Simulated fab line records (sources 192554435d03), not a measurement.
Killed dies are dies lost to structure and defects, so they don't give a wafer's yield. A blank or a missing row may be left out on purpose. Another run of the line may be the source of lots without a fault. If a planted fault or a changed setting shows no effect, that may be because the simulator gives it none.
Chamber matching + flow n5-finfet + 3 sister chambers for N5_BEOL_M7_ILD_DEP_00 on pecvd-01
The step deposits SiCOH lowk from DEMS/porogen, target thk 179.75 nm, time 33.4 s. 20 wafers are shown with their chamber, then 10 later ones without.

## EACH WAFER AND ITS CHAMBER
| wafer  | chamber | throttle-valve-pct (%) | showerhead-vpp-V (V) | showerhead-plenum-p-Torr (Torr) |
|--------|---------|------------------------|----------------------|---------------------------------|
| L074.3 | 0       | 13.6                   | 1398                 | 5.710                           |
| L074.4 | 1       | 14.4                   | 1272                 | 5.728                           |
| L074.5 | 1       | 14.4                   | 1287                 | 5.729                           |
| L076.1 | 1       | 14.6                   | 1263                 | 5.731                           |
| L076.2 | 0       | 14.0                   | 1429                 | 5.702                           |
| L076.5 | 0       | 13.8                   | 1410                 | 5.703                           |
| L075.3 | 0       | 13.8                   | 1386                 | 5.692                           |
| L075.4 | 1       | 14.5                   | 1273                 | 5.729                           |
| L075.6 | 0       | 13.9                   | 1389                 | 5.694                           |
| L079.1 | 1       | 14.8                   | 1288                 | 5.745                           |
| L079.3 | 0       | 13.8                   | 1404                 | 5.711                           |
| L079.5 | 1       | 14.5                   | 1259                 | 5.721                           |
| L081.1 | 2       | 13.1                   | 1347                 | 5.717                           |
| L081.3 | 0       | 13.6                   | 1404                 | 5.722                           |
| L081.6 | 0       | 13.7                   | 1384                 | 5.720                           |
| L078.1 | 2       | 13.0                   | 1348                 | 5.722                           |
| L078.4 | 0       | 13.9                   | 1411                 | 5.714                           |
| L078.5 | 1       | 14.6                   | 1302                 | 5.735                           |
| L085.2 | 0       | 13.7                   | 1396                 | 5.701                           |
| L085.3 | 1       | 14.6                   | 1268                 | 5.738                           |

SIGNATURES (means of the wafers above)
| reading                  | chamber 0 | chamber 1 | chamber 2 | scatter within a chamber |
|--------------------------|-----------|-----------|-----------|--------------------------|
| throttle-valve-pct       | 13.780    | 14.550    | 13.050    | 0.129                    |
| showerhead-vpp-V         | 1401.10   | 1276.50   | 1347.50   | 13.6                     |
| showerhead-plenum-p-Torr | 5.70690   | 5.73200   | 5.71950   | 0.00882                  |
Rule: for a wafer and a chamber, the distance is found by dividing, reading by reading, the gap between the wafer's reading and the chamber's mean by the reading's scatter, squaring, summing and taking the root. If the next closest chamber is less than 2 further off than the closest, the wafer can't be placed; otherwise it belongs to the closest. The scatter is the square root of a quotient: the sum, over the shown wafers, of each reading's squared deviation from its chamber's mean, divided by wafers minus chambers.

## WAFERS WHOSE CHAMBER IS MISSING
| wafer  | throttle-valve-pct (%) | showerhead-vpp-V (V) | showerhead-plenum-p-Torr (Torr) |
|--------|------------------------|----------------------|---------------------------------|
| L085.5 | 13.1                   | 1350                 | 5.711                           |
| L087.3 | 14.2                   | 1404                 | 5.696                           |
| L087.4 | 13.8                   | 1405                 | 5.690                           |
| L087.5 | 14.6                   | 1256                 | 5.739                           |
| L088.1 | 13.7                   | 1430                 | 5.705                           |
| L088.2 | 13.0                   | 1346                 | 5.705                           |
| L088.3 | 14.4                   | 1263                 | 5.727                           |
| L093.2 | 13.7                   | 1390                 | 5.715                           |
| L093.3 | 13.3                   | 1354                 | 5.725                           |
| L093.6 | 13.3                   | 1337                 | 5.725                           |

## THE CHAMBER EACH PASSED THROUGH
| wafer  | from the rows above | in truth |
|--------|---------------------|----------|
| L085.5 | 2                   | 2        |
| L087.3 | 0                   | 0        |
| L087.4 | 0                   | 0        |
| L087.5 | 1                   | 1        |
| L088.1 | 0                   | 0        |
| L088.2 | 2                   | 2        |
| L088.3 | 1                   | 1        |
| L093.2 | 0                   | 0        |
| L093.3 | 2                   | 2        |
| L093.6 | 2                   | 2        |
Correctly placed: 10 of 10. Can't be placed from these rows: 0. 0 placed wrongly.
